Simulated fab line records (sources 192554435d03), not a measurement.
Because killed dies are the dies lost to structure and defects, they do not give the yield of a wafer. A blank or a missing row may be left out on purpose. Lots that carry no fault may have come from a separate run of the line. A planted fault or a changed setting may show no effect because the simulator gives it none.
fab line records	flow n5Finfet
record lots=24	wafers=72	lastDay=18
route steps=1938 shown BEOL_M0_SAQP@675 BEOL_M0_CUTY@710 BEOL_M0@735
lots untouched by any fault: they come from a run of this same line in which no faults occurred
startH: start of the lot's first displayed wafer, in hours after the record's first day	waitH: hours elapsed since this lot's preceding step	" identical to the entry in the row above	L1.1+2: a single row standing in for several wafers	- no value present, or no start provided	* or withheld: withheld	< > ~ a bound
route shown NAME@n: names a module that has steps shown in the file, with the first one's number in the route	usual: mean and standard deviation over wafers with no fault	same: alike in all rows	chamber/n: place in a boat	sites: the reading at each site	_std_site: standard deviation across them	_edge_site: inner sites' mean taken away from outer sites' mean	radiusMm: how far each site lies from the wafer's centre	mask NAME#n: copy n	behind: the tool/chamber that last shaped the wafer	hold: why the lot went on hold/how many hours it stayed there/how the hold came to an end	device: whichever transistor did not switch (one of n, p or np)	end of line: the same wafers' tests at the end of the route	step lacking rows: just its recipe	killed: dies lost to structure and defects at the first sort, not the wafer's yield	map: the dies of a wafer, with x for killed, . for not killed, _ for no die there
set.NAME: the setting the step ran with; set.NAME@STEP: the setting that earlier step ran with	model.NAME: the simulator's own value behind a step, which no gauge read
route steps across a sampled set of lots; one table per step, one row per wafer
services: a tool's chamber out of use, with start hour (startH, from the record's first day; less than 0 if before it), hours out, and reason
## steps
# step N5_BEOL_M0_SAQP_RECESS_109
# recipe chemistry=HF/NH3	target=SiO2	targetDepthA=30	afsCycles=1	tempC=30	sublimationTempC=180	sublimationTimeS=60
# usual drypumpMotorCurrentA=5.7/0.68	forelinePTorr=0.1280/0.00057	tempC=30.01/0.11
lot.wafer	tool	chamber	startH	waitH	drypumpMotorCurrentA	forelinePTorr	tempC
L074.4	vaporEtch-01	1	108.70	0.1	6.7	0.1295	29.93
L074.5	"	1	"	"	6.7	0.1283	30.05
L074.6	"	0	"	"	5.4	0.1278	29.90
L075.3	vaporEtch-01	0	114.18	0.1	5.4	0.1276	30.12
L075.4	"	1	"	"	6.7	0.1265	30.06
L075.5	"	1	"	"	6.7	0.1281	29.92
L076.2	vaporEtch-01	1	121.47	0.0	6.7	0.1270	30.13
L076.3	"	0	"	"	5.4	0.1283	29.78
L076.4	"	1	"	"	6.7	0.1277	30.05
L077.3	vaporEtch-01	1	129.43	0.1	6.6	0.1269	30.24
L077.4	"	0	"	"	5.4	0.1283	30.02
L077.5	"	1	"	"	6.6	0.1282	30.02
L078.1	vaporEtch-01	1	135.41	0.0	6.7	0.1277	30.06
L078.2	"	0	"	"	5.4	0.1279	29.97
L078.4	"	1	"	"	6.7	0.1277	30.07
L079.1	vaporEtch-02	0	141.69	0.0	5.7	0.1274	30.20
L079.3	"	1	"	"	4.8	0.1279	29.89
L079.4	"	0	"	"	5.6	0.1280	30.15
L080.1	vaporEtch-02	0	151.65	0.1	5.6	0.1279	30.03
L080.2	"	1	"	"	4.8	0.1278	29.88
L080.5	"	0	"	"	5.6	0.1279	30.10
L081.2	vaporEtch-02	0	152.47	0.0	5.6	0.1282	30.04
L081.3	"	0	"	"	5.6	0.1281	30.15
L081.6	"	1	"	"	4.8	0.1282	29.95
L082.1	vaporEtch-01	1	159.14	0.0	6.7	0.1277	29.97
L082.4	"	0	"	"	5.4	0.1271	30.00
L082.5	"	1	"	"	6.7	0.1267	29.76
L083.3	vaporEtch-01	0	163.17	0.1	5.4	0.1278	29.85
L083.5	"	0	"	"	5.4	0.1277	29.91
L083.6	"	1	"	"	6.7	0.1294	29.99
L084.3	vaporEtch-01	0	167.50	0.2	5.4	0.1282	30.14
L084.4	"	1	"	"	6.7	0.1288	30.03
L084.6	"	0	"	"	5.4	0.1290	30.05
L085.1	vaporEtch-02	0	175.79	0.0	5.6	0.1282	29.97
L085.3	"	0	"	"	5.6	0.1283	29.89
L085.5	"	1	"	"	4.8	0.1278	29.87
L086.1	vaporEtch-01	0	184.89	0.0	5.5	0.1285	29.99
L086.2	"	1	"	"	6.7	0.1288	30.15
L086.6	"	0	"	"	5.4	0.1283	29.94
L087.1	vaporEtch-02	0	196.82	0.0	5.6	0.1276	30.15
L087.5	"	0	"	"	5.6	0.1278	30.00
L087.6	"	1	"	"	4.8	0.1287	30.01
L088.1	vaporEtch-01	0	200.29	0.0	5.4	0.1281	29.96
L088.2	"	1	"	"	6.7	0.1276	30.17
L088.5	"	1	"	"	6.7	0.1274	30.06
L089.3	vaporEtch-01	1	203.98	0.1	6.7	0.1291	29.93
L089.5	"	0	"	"	5.4	0.1280	29.94
L089.6	"	1	"	"	6.7	0.1295	29.86
L090.1	vaporEtch-02	0	207.02	0.0	5.6	0.1282	29.99
L090.4	"	1	"	"	4.8	0.1276	30.09
L090.5	"	0	"	"	5.6	0.1281	30.21
L091.2	vaporEtch-01	1	215.50	0.0	6.7	0.1274	29.87
L091.3	"	1	"	"	6.7	0.1265	29.94
L091.5	"	0	"	"	5.4	0.1269	30.03
L092.1	vaporEtch-01	1	217.20	0.2	6.7	0.1288	29.87
L092.4	"	1	"	"	6.7	0.1278	30.09
L092.6	"	0	"	"	5.4	0.1287	30.09
L093.1	vaporEtch-01	1	224.49	0.0	6.7	0.1280	30.03
L093.2	"	0	"	"	5.4	0.1283	30.01
L093.6	"	1	"	"	6.7	0.1278	30.05
L094.3	vaporEtch-02	0	232.21	0.1	5.6	0.1277	29.78
L094.4	"	1	"	"	4.8	0.1282	29.99
L094.6	"	1	"	"	4.8	0.1285	30.09
L095.1	vaporEtch-02	0	241.22	0.0	5.6	0.1277	29.87
L095.5	"	0	"	"	5.6	0.1277	30.13
L095.6	"	1	"	"	4.8	0.1283	30.00
L096.1	vaporEtch-02	1	243.83	0.0	4.8	0.1288	30.08
L096.2	"	0	"	"	5.6	0.1282	30.05
L096.4	"	1	"	"	4.8	0.1284	30.05
L097.3	vaporEtch-01	0	249.52	0.1	5.4	0.1279	29.89
L097.4	"	1	"	"	6.6	0.1273	30.11
L097.6	"	0	"	"	5.4	0.1280	30.15
# step N5_BEOL_M0_SAQP_DESCUM_45
# recipe chemistry=O2	timeS=7	sourcePowerW=50	biasPowerW=20	pressureMtorr=20	rfFrequencyHz=2.712e+07	tempC=40	resist=CAR-EUV	o2FlowSccm=225
# usual drypumpMotorCurrentA=5.7/0.57	oesProductAu=0.75/0.078	rfFwdPowerW=49.37/0.22	rfVppV=243.3/1.3	showerheadPlenumPTorr=2.10/0.071	tempC=40.00/0.11	throttleValvePct=20.29/0.25
# same timeS=7
lot.wafer	tool	chamber	startH	waitH	drypumpMotorCurrentA	oesProductAu	rfFwdPowerW	rfHoursCounterH	rfVppV	showerheadPlenumPTorr	tempC	throttleValvePct
L074.4	rieDiel-02	2	109.98	0.0	6.3	0.76	49.30	163	242.3	2.04	40.06	20.60
L074.5	"	3	"	"	6.4	0.73	49.39	-	241.5	2.05	40.05	20.14
L074.6	"	0	"	"	6.4	0.68	49.53	-	243.5	2.16	39.97	20.53
L075.3	rieDiel-06	3	115.55	0.0	5.2	0.73	49.22	151	242.6	2.02	40.02	20.48
L075.4	"	2	"	"	6.2	0.93	49.10	13	242.0	2.03	40.16	20.26
L075.5	"	3	"	"	5.2	0.73	49.17	-	242.5	2.02	39.96	20.49
L076.2	rieDiel-04	1	123.41	0.0	6.2	0.73	49.61	179	243.0	2.15	39.90	19.92
L076.3	"	3	"	"	5.9	0.70	49.35	216	241.1	1.98	40.08	20.42
L076.4	"	0	"	"	5.3	0.78	49.18	134	244.3	2.17	40.06	20.29
L077.3	rieDiel-04	2	130.72	0.0	4.9	0.74	49.58	190	245.1	2.17	40.01	20.37
L077.4	"	3	"	"	5.9	0.70	49.34	218	241.4	1.98	40.05	20.41
L077.5	"	2	"	"	4.9	0.73	49.57	-	243.7	2.17	39.90	20.38
L078.1	rieDiel-06	1	136.87	0.0	5.4	0.87	49.03	45	243.4	2.11	40.14	19.77
L078.2	"	3	"	"	5.2	0.73	48.97	158	242.1	2.02	40.11	20.48
L078.4	"	2	"	"	6.2	0.91	49.14	20	241.9	2.03	40.24	20.28
L079.1	rieDiel-02	2	143.01	0.0	6.4	0.75	49.39	174	243.1	2.03	39.95	20.63
L079.3	"	1	"	"	5.1	0.70	49.43	215	243.6	2.15	39.94	20.18
L079.4	"	3	"	"	6.4	0.71	49.53	-	243.2	2.04	40.02	20.16
L080.1	rieDiel-02	1	153.10	0.0	5.1	0.69	49.56	218	243.2	2.15	39.95	20.17
L080.2	"	3	"	"	6.4	0.72	49.23	182	243.0	2.04	40.07	20.15
L080.5	"	1	"	"	5.1	0.69	49.73	-	244.1	2.15	39.88	20.17
L081.2	rieDiel-04	0	154.40	0.0	5.3	0.76	49.00	145	244.2	2.16	39.94	20.32
L081.3	"	1	"	"	6.3	0.73	49.63	189	245.1	2.15	39.93	19.93
L081.6	"	0	"	"	5.3	0.77	48.97	-	243.5	2.16	39.90	20.31
L082.1	rieDiel-04	0	160.59	0.0	5.3	0.76	49.26	147	244.2	2.16	40.03	20.33
L082.4	"	2	"	"	4.9	0.73	49.69	193	244.6	2.17	39.85	20.39
L082.5	"	2	"	"	4.9	0.74	49.67	-	244.7	2.17	39.71	20.40
L083.3	rieDiel-02	2	164.65	0.0	6.3	0.75	49.51	180	241.2	2.03	39.97	20.64
L083.5	"	2	"	"	6.3	0.75	49.46	-	240.9	2.03	40.01	20.64
L083.6	"	3	"	"	6.4	0.71	49.33	-	242.7	2.04	39.90	20.17
L084.3	rieDiel-06	1	169.17	0.1	5.4	0.84	49.04	57	244.0	2.11	40.10	19.81
L084.4	"	3	"	"	5.2	0.72	49.25	168	241.4	2.01	40.15	20.51
L084.6	"	2	"	"	6.2	0.88	49.41	-	243.6	2.02	40.16	20.29
L085.1	rieDiel-06	3	177.30	0.1	5.2	0.72	49.18	171	240.9	2.01	40.09	20.51
L085.3	"	0	"	"	5.9	0.74	49.44	196	243.4	2.19	39.99	20.79
L085.5	"	1	"	"	5.4	0.84	49.02	-	241.4	2.10	40.03	19.82
L086.1	rieDiel-02	3	187.54	0.0	6.5	0.71	49.29	191	242.9	2.04	40.01	20.16
L086.2	"	0	"	"	6.4	0.97	49.71	11	245.3	2.16	40.00	20.10
L086.6	"	0	"	"	6.4	0.98	49.52	-	244.1	2.16	39.95	20.10
L087.1	rieDiel-02	3	200.43	0.0	6.4	0.71	48.99	195	241.4	2.04	39.75	20.17
L087.5	"	2	"	"	6.4	0.74	49.11	-	241.5	2.03	39.96	20.62
L087.6	"	1	"	"	5.1	0.69	49.68	-	243.8	2.14	39.99	20.19
L088.1	rieDiel-04	3	202.52	0.0	5.9	0.69	49.51	239	241.0	1.98	40.12	20.46
L088.2	"	1	"	"	6.3	0.71	49.40	203	244.6	2.14	40.07	19.96
L088.5	"	2	"	"	4.9	0.73	49.76	-	243.2	2.17	40.03	20.40
L089.3	rieDiel-04	2	206.46	0.0	4.9	0.71	49.49	207	244.2	2.17	39.92	20.39
L089.5	"	2	"	"	4.9	0.71	49.43	-	243.7	2.17	39.90	20.41
L089.6	"	3	"	"	5.9	0.68	49.23	-	241.4	1.98	40.04	20.44
L090.1	rieDiel-04	2	208.43	0.0	4.9	0.70	49.58	208	244.1	2.17	39.90	20.39
L090.4	"	3	"	"	5.9	0.67	49.50	241	241.5	1.98	39.75	20.46
L090.5	"	2	"	"	4.9	0.71	49.56	-	244.1	2.17	40.06	20.41
L091.2	rieDiel-04	2	217.07	0.2	4.9	0.71	49.50	211	244.9	2.17	40.04	20.39
L091.3	"	0	"	"	5.3	0.74	49.19	163	244.8	2.16	40.02	20.34
L091.5	"	1	"	"	6.3	0.70	49.54	-	243.5	2.14	39.97	19.98
L092.1	rieDiel-04	0	218.65	0.2	5.3	0.73	49.21	163	243.5	2.16	40.23	20.34
L092.4	"	2	"	"	4.9	0.71	49.45	211	243.6	2.17	40.11	20.43
L092.6	"	2	"	"	4.9	0.71	49.54	-	244.9	2.17	39.99	20.41
L093.1	rieDiel-06	3	226.19	0.4	5.2	0.70	48.96	182	241.1	2.01	40.11	20.53
L093.2	"	0	"	"	5.9	0.72	49.54	209	243.2	2.18	39.96	20.82
L093.6	"	2	"	"	6.2	0.87	49.33	-	244.5	2.02	39.93	20.33
L094.3	rieDiel-04	1	233.66	0.2	6.3	0.70	49.41	215	242.8	2.14	40.03	20.00
L094.4	"	0	"	"	5.3	0.73	48.98	168	244.0	2.16	40.22	20.36
L094.6	"	0	"	"	5.3	0.73	49.01	-	242.9	2.16	40.12	20.35
L095.1	rieDiel-02	0	242.54	0.0	6.4	0.91	49.41	27	242.7	2.15	40.07	20.12
L095.5	"	0	"	"	6.4	0.92	49.46	-	243.4	2.15	40.25	20.12
L095.6	"	1	"	"	5.1	0.67	49.50	-	244.4	2.14	40.00	20.21
L096.1	rieDiel-06	3	245.15	0.0	5.2	0.70	49.32	188	241.5	2.01	39.95	20.54
L096.2	"	2	"	"	6.2	0.85	49.30	49	241.5	2.02	40.10	20.33
L096.4	"	1	"	"	5.4	0.80	49.04	78	241.3	2.10	40.03	19.83
L097.3	rieDiel-04	1	251.27	0.4	6.2	0.69	49.53	221	244.8	2.14	39.97	19.99
L097.4	"	0	"	"	5.3	0.73	49.00	-	244.0	2.15	40.10	20.35
L097.6	"	1	"	"	6.2	0.69	49.51	-	244.0	2.14	39.91	20.01
# step N5_BEOL_M0_SAQP_ETCH_73
# recipe chemistry=CF4	target=SiARC	targetDepthA=195	maskMaterial=CAR-EUV	timeS=32.5	ionEnergyEv=80	pressureMtorr=40	sourceW=545	biasW=36	Ar_flow_sccm=100	cf4FlowSccm=100	ends=cleared
# usual drypumpMotorCurrentA=5.7/0.57	etchRfOnTimeS=32.6/1.2	oesProductAu=0.64/0.07	rfFwdPowerW=533.5/2.3	rfVppV=184.2/1.3	showerheadPlenumPTorr=2.16/0.071	throttleValvePct=15.58/0.17
lot.wafer	tool	chamber	startH	waitH	drypumpMotorCurrentA	etchRfOnTimeS	oesProductAu	rfFwdPowerW	rfHoursCounterH	rfVppV	showerheadPlenumPTorr	throttleValvePct
L074.4	rieDiel-02	2	110.03	0.0	6.3	31.9	0.64	535.7	163	181.2	2.05	15.57
L074.5	"	3	"	"	6.5	34.4	0.61	530.9	-	183.6	2.14	15.64
L074.6	"	0	"	"	6.4	30.7	0.60	534.0	-	183.7	2.20	15.76
L075.3	rieDiel-06	3	115.60	0.0	5.2	31.3	0.64	530.7	151	182.3	2.04	15.48
L075.4	"	2	"	"	6.2	31.0	0.80	534.0	13	183.3	2.10	15.60
L075.5	"	3	"	"	5.2	31.3	0.65	527.8	-	182.7	2.04	15.48
L076.2	rieDiel-04	1	123.46	0.0	6.2	32.6	0.63	538.4	179	186.3	2.23	15.44
L076.3	"	3	"	"	5.9	33.9	0.59	531.8	216	182.1	2.05	15.78
L076.4	"	0	"	"	5.3	32.9	0.65	531.1	134	184.9	2.22	15.59
L077.3	rieDiel-04	2	130.77	0.0	4.9	31.5	0.65	535.9	190	185.6	2.21	15.66
L077.4	"	3	"	"	5.9	34.0	0.59	531.8	218	182.9	2.05	15.78
L077.5	"	2	"	"	4.9	31.9	0.64	536.7	-	184.7	2.22	15.64
L078.1	rieDiel-06	1	136.93	0.0	5.4	31.9	0.73	529.3	45	184.7	2.17	15.17
L078.2	"	3	"	"	5.2	31.7	0.64	533.3	158	182.0	2.04	15.50
L078.4	"	2	"	"	6.1	31.8	0.78	531.0	20	184.1	2.10	15.62
L079.1	rieDiel-02	2	143.06	0.0	6.4	31.6	0.63	537.4	174	183.0	2.05	15.56
L079.3	"	1	"	"	5.1	32.4	0.60	533.5	215	184.9	2.21	15.49
L079.4	"	3	"	"	6.5	34.4	0.61	531.8	-	183.2	2.14	15.65
L080.1	rieDiel-02	1	153.15	0.0	5.1	33.2	0.60	535.8	218	183.2	2.21	15.49
L080.2	"	3	"	"	6.4	35.3	0.60	533.6	182	184.0	2.14	15.67
L080.5	"	1	"	"	5.1	32.8	0.60	532.7	-	184.9	2.21	15.50
L081.2	rieDiel-04	0	154.45	0.0	5.3	33.6	0.64	530.2	145	184.2	2.22	15.60
L081.3	"	1	"	"	6.3	32.8	0.62	534.8	189	184.0	2.23	15.46
L081.6	"	0	"	"	5.3	33.6	0.64	529.1	-	186.5	2.22	15.61
L082.1	rieDiel-04	0	160.64	0.0	5.3	33.1	0.64	531.9	147	184.6	2.22	15.61
L082.4	"	2	"	"	4.9	31.8	0.65	536.1	193	184.8	2.21	15.65
L082.5	"	2	"	"	4.9	31.5	0.64	536.5	-	182.6	2.21	15.65
L083.3	rieDiel-02	2	164.70	0.0	6.4	31.8	0.63	536.0	180	184.3	2.05	15.58
L083.5	"	2	"	"	6.3	31.5	0.64	532.0	-	183.1	2.05	15.57
L083.6	"	3	"	"	6.5	35.0	0.59	532.6	-	182.4	2.14	15.69
L084.3	rieDiel-06	1	169.23	0.0	5.4	32.6	0.71	531.2	57	184.2	2.16	15.18
L084.4	"	3	"	"	5.2	31.6	0.63	532.5	168	183.4	2.04	15.52
L084.6	"	2	"	"	6.1	31.5	0.78	530.6	-	182.2	2.10	15.63
L085.1	rieDiel-06	3	177.35	0.0	5.2	31.8	0.62	532.5	171	183.3	2.04	15.53
L085.3	"	0	"	"	5.9	32.3	0.62	531.8	196	185.2	2.21	15.85
L085.5	"	1	"	"	5.4	32.7	0.71	532.4	-	184.8	2.16	15.20
L086.1	rieDiel-02	3	187.59	0.0	6.5	35.5	0.59	532.2	191	184.4	2.13	15.67
L086.2	"	0	"	"	6.4	30.4	0.84	537.2	11	185.9	2.19	15.28
L086.6	"	0	"	"	6.4	30.1	0.85	538.9	-	183.2	2.19	15.25
L087.1	rieDiel-02	3	200.48	0.0	6.5	34.8	0.59	531.8	195	184.0	2.13	15.70
L087.5	"	2	"	"	6.3	31.4	0.63	533.3	-	182.8	2.04	15.61
L087.6	"	1	"	"	5.1	31.9	0.60	535.8	-	184.3	2.20	15.52
L088.1	rieDiel-04	3	202.57	0.0	5.9	34.7	0.57	534.2	239	182.0	2.04	15.82
L088.2	"	1	"	"	6.3	32.8	0.61	535.9	203	184.0	2.22	15.50
L088.5	"	2	"	"	4.9	32.7	0.62	535.6	-	185.4	2.21	15.70
L089.3	rieDiel-04	2	206.51	0.0	4.9	32.4	0.62	537.2	207	186.6	2.21	15.67
L089.5	"	2	"	"	4.9	32.7	0.62	537.3	-	185.2	2.21	15.68
L089.6	"	3	"	"	5.9	34.9	0.57	531.6	-	182.7	2.04	15.82
L090.1	rieDiel-04	2	208.48	0.0	4.9	32.5	0.62	535.8	208	184.8	2.21	15.69
L090.4	"	3	"	"	5.9	34.6	0.57	534.0	241	182.9	2.04	15.83
L090.5	"	2	"	"	4.9	32.4	0.63	534.3	-	184.8	2.21	15.68
L091.2	rieDiel-04	2	217.12	0.0	4.9	32.4	0.62	534.9	211	185.3	2.21	15.68
L091.3	"	0	"	"	5.3	33.4	0.62	531.9	163	185.6	2.21	15.63
L091.5	"	1	"	"	6.2	32.8	0.61	533.9	-	183.1	2.22	15.47
L092.1	rieDiel-04	0	218.70	0.0	5.3	33.4	0.63	530.3	163	184.7	2.21	15.63
L092.4	"	2	"	"	4.9	32.2	0.62	535.8	211	185.0	2.21	15.68
L092.6	"	2	"	"	4.9	32.2	0.62	536.2	-	187.2	2.21	15.68
L093.1	rieDiel-06	3	226.24	0.0	5.2	32.2	0.61	531.3	182	184.1	2.03	15.54
L093.2	"	0	"	"	5.9	32.8	0.60	532.7	209	185.0	2.20	15.87
L093.6	"	2	"	"	6.2	32.3	0.74	531.6	-	184.7	2.09	15.68
L094.3	rieDiel-04	1	233.71	0.0	6.2	33.5	0.60	536.2	215	186.4	2.22	15.52
L094.4	"	0	"	"	5.3	33.8	0.62	532.0	168	184.0	2.21	15.64
L094.6	"	0	"	"	5.3	33.6	0.62	530.3	-	185.5	2.21	15.65
L095.1	rieDiel-02	0	242.59	0.0	6.4	30.4	0.81	535.7	27	185.1	2.19	15.28
L095.5	"	0	"	"	6.4	30.4	0.81	534.4	-	183.7	2.19	15.27
L095.6	"	1	"	"	5.1	32.2	0.59	535.4	-	184.4	2.20	15.55
L096.1	rieDiel-06	3	245.20	0.0	5.2	31.9	0.61	532.2	188	181.8	2.03	15.55
L096.2	"	2	"	"	6.2	31.7	0.74	531.1	49	183.4	2.09	15.67
L096.4	"	1	"	"	5.4	32.5	0.69	529.8	78	184.2	2.16	15.24
L097.3	rieDiel-04	1	251.32	0.0	6.2	33.1	0.60	530.8	221	185.0	2.22	15.51
L097.4	"	0	"	"	5.3	33.1	0.62	530.0	-	184.3	2.21	15.66
L097.6	"	1	"	"	6.3	32.8	0.60	532.1	-	186.6	2.22	15.52
# step N5_BEOL_M0_CUTY_INSPECT_59
# recipe mode=adi	inspectInstrument=macro
# usual rawDefectCount=1.9/1.5
lot.wafer	tool	chamber	startH	waitH	rawDefectCount
L074.4	defectInspect-02	-	111.35	0.0	3
L074.5	"	-	"	"	2
L074.6	"	-	"	"	2
L075.3	defectInspect-01	-	116.90	0.0	2
L075.4	"	-	"	"	1
L075.5	"	-	"	"	4
L076.2	defectInspect-02	-	124.86	0.0	2
L076.3	"	-	"	"	3
L076.4	"	-	"	"	3
L077.3	defectInspect-02	-	131.96	0.0	1
L077.4	"	-	"	"	2
L077.5	"	-	"	"	3
L078.1	defectInspect-02	-	138.37	0.0	5
L078.2	"	-	"	"	1
L078.4	"	-	"	"	5
L079.1	defectInspect-01	-	144.37	0.0	0
L079.3	"	-	"	"	2
L079.4	"	-	"	"	0
L080.1	defectInspect-02	-	154.48	0.0	1
L080.2	"	-	"	"	0
L080.5	"	-	"	"	2
L081.2	defectInspect-02	-	155.63	0.0	2
L081.3	"	-	"	"	3
L081.6	"	-	"	"	3
L082.1	defectInspect-02	-	161.94	0.0	1
L082.4	"	-	"	"	0
L082.5	"	-	"	"	1
L083.3	defectInspect-02	-	165.94	0.0	0
L083.5	"	-	"	"	2
L083.6	"	-	"	"	0
L084.3	defectInspect-02	-	170.41	0.0	2
L084.4	"	-	"	"	2
L084.6	"	-	"	"	2
L085.1	defectInspect-02	-	178.65	0.0	1
L085.3	"	-	"	"	0
L085.5	"	-	"	"	1
L086.1	defectInspect-02	-	188.90	0.0	3
L086.2	"	-	"	"	2
L086.6	"	-	"	"	1
L087.1	defectInspect-02	-	201.92	0.0	1
L087.5	"	-	"	"	0
L087.6	"	-	"	"	1
L088.1	defectInspect-02	-	203.88	0.0	4
L088.2	"	-	"	"	1
L088.5	"	-	"	"	1
L089.3	defectInspect-01	-	207.82	0.0	7
L089.5	"	-	"	"	4
L089.6	"	-	"	"	4
L090.1	defectInspect-02	-	209.78	0.0	2
L090.4	"	-	"	"	1
L090.5	"	-	"	"	0
L091.2	defectInspect-02	-	218.30	0.0	4
L091.3	"	-	"	"	3
L091.5	"	-	"	"	0
L092.1	defectInspect-01	-	220.00	0.0	3
L092.4	"	-	"	"	1
L092.6	"	-	"	"	2
L093.1	defectInspect-02	-	227.42	0.0	2
L093.2	"	-	"	"	0
L093.6	"	-	"	"	0
L094.3	defectInspect-02	-	235.02	0.0	4
L094.4	"	-	"	"	4
L094.6	"	-	"	"	4
L095.1	defectInspect-01	-	243.99	0.0	1
L095.5	"	-	"	"	0
L095.6	"	-	"	"	4
L096.1	defectInspect-01	-	246.50	0.0	3
L096.2	"	-	"	"	3
L096.4	"	-	"	"	2
L097.3	defectInspect-01	-	252.93	0.0	2
L097.4	"	-	"	"	1
L097.6	"	-	"	"	1
# step N5_BEOL_M0_ANNEAL_117
# recipe tempC=400	timeS=60	ambient=vacuum
# usual heaterPowerW=915/86
# same timeS=60
lot.wafer	tool	chamber	startH	waitH	heaterPowerW
L074.4	pvdSputter-03	-	117.33	0.0	825
L074.5	"	-	"	"	830
L074.6	"	-	"	"	985
L075.3	pvdSputter-02	-	122.75	0.0	770
L075.4	"	-	"	"	914
L075.5	"	-	"	"	902
L076.2	pvdSputter-03	-	128.54	0.0	824
L076.3	"	-	"	"	987
L076.4	"	-	"	"	837
L077.3	pvdSputter-01	-	137.78	0.0	843
L077.4	"	-	"	"	940
L077.5	"	-	"	"	836
L078.1	pvdSputter-02	-	142.37	0.0	1012
L078.2	"	-	"	"	873
L078.4	"	-	"	"	923
L079.1	pvdSputter-01	-	148.93	0.0	841
L079.3	"	-	"	"	910
L079.4	"	-	"	"	1050
L080.1	pvdSputter-01	-	157.07	0.0	1033
L080.2	"	-	"	"	917
L080.5	"	-	"	"	914
L081.2	pvdSputter-03	-	159.87	0.0	924
L081.3	"	-	"	"	992
L081.6	"	-	"	"	791
L082.1	pvdSputter-01	-	165.98	0.0	835
L082.4	"	-	"	"	917
L082.5	"	-	"	"	902
L083.3	pvdSputter-03	-	169.24	0.0	886
L083.5	"	-	"	"	939
L083.6	"	-	"	"	1024
L084.3	pvdSputter-03	-	181.20	0.0	837
L084.4	"	-	"	"	956
L084.6	"	-	"	"	917
L085.1	pvdSputter-02	-	185.19	0.0	916
L085.3	"	-	"	"	1003
L085.5	"	-	"	"	776
L086.1	pvdSputter-03	-	192.69	0.0	930
L086.2	"	-	"	"	813
L086.6	"	-	"	"	944
L087.1	pvdSputter-01	-	206.49	0.0	1062
L087.5	"	-	"	"	847
L087.6	"	-	"	"	1047
L088.1	pvdSputter-01	-	207.17	0.0	922
L088.2	"	-	"	"	844
L088.5	"	-	"	"	895
L090.1	pvdSputter-03	-	214.74	0.0	839
L090.4	"	-	"	"	982
L090.5	"	-	"	"	827
L089.3	pvdSputter-01	-	216.93	0.0	884
L089.5	"	-	"	"	896
L089.6	"	-	"	"	842
L091.2	pvdSputter-03	-	225.00	0.0	792
L091.3	"	-	"	"	829
L091.5	"	-	"	"	931
L092.1	pvdSputter-01	-	225.39	0.0	1029
L092.4	"	-	"	"	1030
L092.6	"	-	"	"	1040
L093.1	pvdSputter-01	-	231.21	0.0	921
L093.2	"	-	"	"	999
L093.6	"	-	"	"	1051
L094.3	pvdSputter-02	-	239.62	0.0	769
L094.4	"	-	"	"	945
L094.6	"	-	"	"	1018
L095.1	pvdSputter-03	-	247.59	0.0	919
L095.5	"	-	"	"	943
L095.6	"	-	"	"	808
L096.1	pvdSputter-03	-	252.08	0.0	995
L096.2	"	-	"	"	808
L096.4	"	-	"	"	952
L097.3	pvdSputter-03	-	259.04	0.0	841
L097.4	"	-	"	"	812
L097.6	"	-	"	"	836
# step N5_BEOL_M0_ANNEAL_135
# recipe tempC=400	timeS=60	ambient=vacuum
# usual heaterPowerW=914/83
# same timeS=60
lot.wafer	tool	chamber	startH	waitH	heaterPowerW
L074.4	pvdSputter-03	-	117.57	0.0	832
L074.5	"	-	"	"	848
L074.6	"	-	"	"	998
L075.3	pvdSputter-02	-	122.99	0.0	763
L075.4	"	-	"	"	899
L075.5	"	-	"	"	904
L076.2	pvdSputter-03	-	128.78	0.0	862
L076.3	"	-	"	"	995
L076.4	"	-	"	"	846
L077.3	pvdSputter-01	-	138.02	0.0	840
L077.4	"	-	"	"	887
L077.5	"	-	"	"	871
L078.1	pvdSputter-02	-	142.61	0.0	1040
L078.2	"	-	"	"	897
L078.4	"	-	"	"	937
L079.1	pvdSputter-01	-	149.17	0.0	846
L079.3	"	-	"	"	889
L079.4	"	-	"	"	1058
L080.1	pvdSputter-01	-	157.31	0.0	995
L080.2	"	-	"	"	890
L080.5	"	-	"	"	907
L081.2	pvdSputter-03	-	160.11	0.0	939
L081.3	"	-	"	"	994
L081.6	"	-	"	"	792
L082.1	pvdSputter-01	-	166.22	0.0	841
L082.4	"	-	"	"	893
L082.5	"	-	"	"	879
L083.3	pvdSputter-03	-	169.48	0.0	925
L083.5	"	-	"	"	933
L083.6	"	-	"	"	990
L084.3	pvdSputter-03	-	181.44	0.0	837
L084.4	"	-	"	"	938
L084.6	"	-	"	"	935
L085.1	pvdSputter-02	-	185.43	0.0	880
L085.3	"	-	"	"	1013
L085.5	"	-	"	"	778
L086.1	pvdSputter-03	-	192.93	0.0	957
L086.2	"	-	"	"	827
L086.6	"	-	"	"	947
L087.1	pvdSputter-01	-	206.73	0.0	1034
L087.5	"	-	"	"	863
L087.6	"	-	"	"	1048
L088.1	pvdSputter-01	-	207.41	0.0	893
L088.2	"	-	"	"	851
L088.5	"	-	"	"	895
L090.1	pvdSputter-03	-	214.98	0.0	848
L090.4	"	-	"	"	986
L090.5	"	-	"	"	817
L089.3	pvdSputter-01	-	217.17	0.0	907
L089.5	"	-	"	"	880
L089.6	"	-	"	"	865
L091.2	pvdSputter-03	-	225.24	0.0	823
L091.3	"	-	"	"	833
L091.5	"	-	"	"	924
L092.1	pvdSputter-01	-	225.63	0.0	1034
L092.4	"	-	"	"	1025
L092.6	"	-	"	"	1058
L093.1	pvdSputter-01	-	231.45	0.0	899
L093.2	"	-	"	"	1022
L093.6	"	-	"	"	1057
L094.3	pvdSputter-02	-	239.86	0.0	762
L094.4	"	-	"	"	920
L094.6	"	-	"	"	1041
L095.1	pvdSputter-03	-	247.83	0.0	907
L095.5	"	-	"	"	917
L095.6	"	-	"	"	819
L096.1	pvdSputter-03	-	252.32	0.0	1007
L096.2	"	-	"	"	822
L096.4	"	-	"	"	933
L097.3	pvdSputter-03	-	259.28	0.0	809
L097.4	"	-	"	"	856
L097.6	"	-	"	"	826
## services
tool	chamber	startH	hours	kind
rieDiel-04	2	105.53	3.5	repair
rieDiel-02	0	133.14	-	clean
rieDiel-02	0	133.14	-	consumableReplace:focusRing
rieDiel-02	0	133.14	16.0	scheduledDown
rieDiel-02	0	133.14	16.0	ventCycle
rieDiel-04	2	140.05	19.5	repair
vaporEtch-01	-	151.30	2.8	pm
pvdSputter-03	-	155.67	1.6	repair
pvdSputter-01	-	176.49	2.6	repair
rieDiel-04	3	180.80	1.6	repair
rieDiel-02	1	222.31	5.3	repair
pvdSputter-01	-	234.69	2.1	repair
rieDiel-04	3	237.79	-	clean
rieDiel-04	3	237.79	-	consumableReplace:focusRing
rieDiel-04	3	237.79	-	consumableReplace:showerhead
rieDiel-04	3	237.79	23.2	scheduledDown
rieDiel-04	3	237.79	23.2	ventCycle
pvdSputter-01	-	256.70	7.0	repair
## key
fault none
